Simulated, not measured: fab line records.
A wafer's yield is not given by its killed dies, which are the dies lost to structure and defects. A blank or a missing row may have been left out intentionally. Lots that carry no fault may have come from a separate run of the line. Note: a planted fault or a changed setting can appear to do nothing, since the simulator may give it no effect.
Chamber matching | flow n5 finfet | rie diel-06 running N5_BEOL_M15_DESCUM_33: 4 sister chambers
The step chemistry O2, time 7.9 s. 4 wafers are shown with their chamber, then 9 later ones without.

## WAFERS WITH THEIR CHAMBER
wafer  | chamber | showerhead plenum p Torr (Torr)
L077.6 | 1       | 1.96
L087.1 | 0       | 2.02
L088.4 | 2       | 2.09
L088.5 | 3       | 1.97

## WAFERS MISSING THEIR CHAMBER
wafer  | showerhead plenum p Torr (Torr)
L090.3 | 2.09
L090.4 | 2.02
L090.6 | 1.97
L092.2 | 2.02
L092.3 | 2.08
L092.4 | 1.97
L095.2 | 2.01
L095.3 | 2.22
L095.4 | 1.96

## THE CHAMBER EACH PASSED THROUGH
wafer  | from the rows above               | in truth
L090.3 | can't be placed: 2 or 0           | 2
L090.4 | can't be placed: 0 or 3 or 1 or 2 | 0
L090.6 | can't be placed: 3 or 1 or 0      | 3
L092.2 | can't be placed: 0 or 3 or 1 or 2 | 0
L092.3 | can't be placed: 2 or 0           | 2
L092.4 | can't be placed: 3 or 1 or 0      | 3
L095.2 | can't be placed: 0 or 3 or 1 or 2 | 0
L095.3 | can't be placed: 2 or 0           | 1
L095.4 | can't be placed: 1 or 3 or 0      | 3
Correct placement for 0 of the 9. Unplaceable from these rows: 9, with the true chamber sitting among the candidates in 8. Placed wrongly: 0.
How it was worked out, from the rows above alone: a wafer's distance from a chamber is the root of the sum, over the readings, of the square of ((its reading less the chamber's mean) divided by the reading's scatter). If the next closest chamber is less than 2 further off than the closest, the wafer can't be placed; otherwise it belongs to the closest. The mean given for a chamber averages the wafers shown for that chamber. The scatter: with one shown wafer a chamber, the root of the mean of the squares of how far each hidden wafer lies from its nearest shown one.
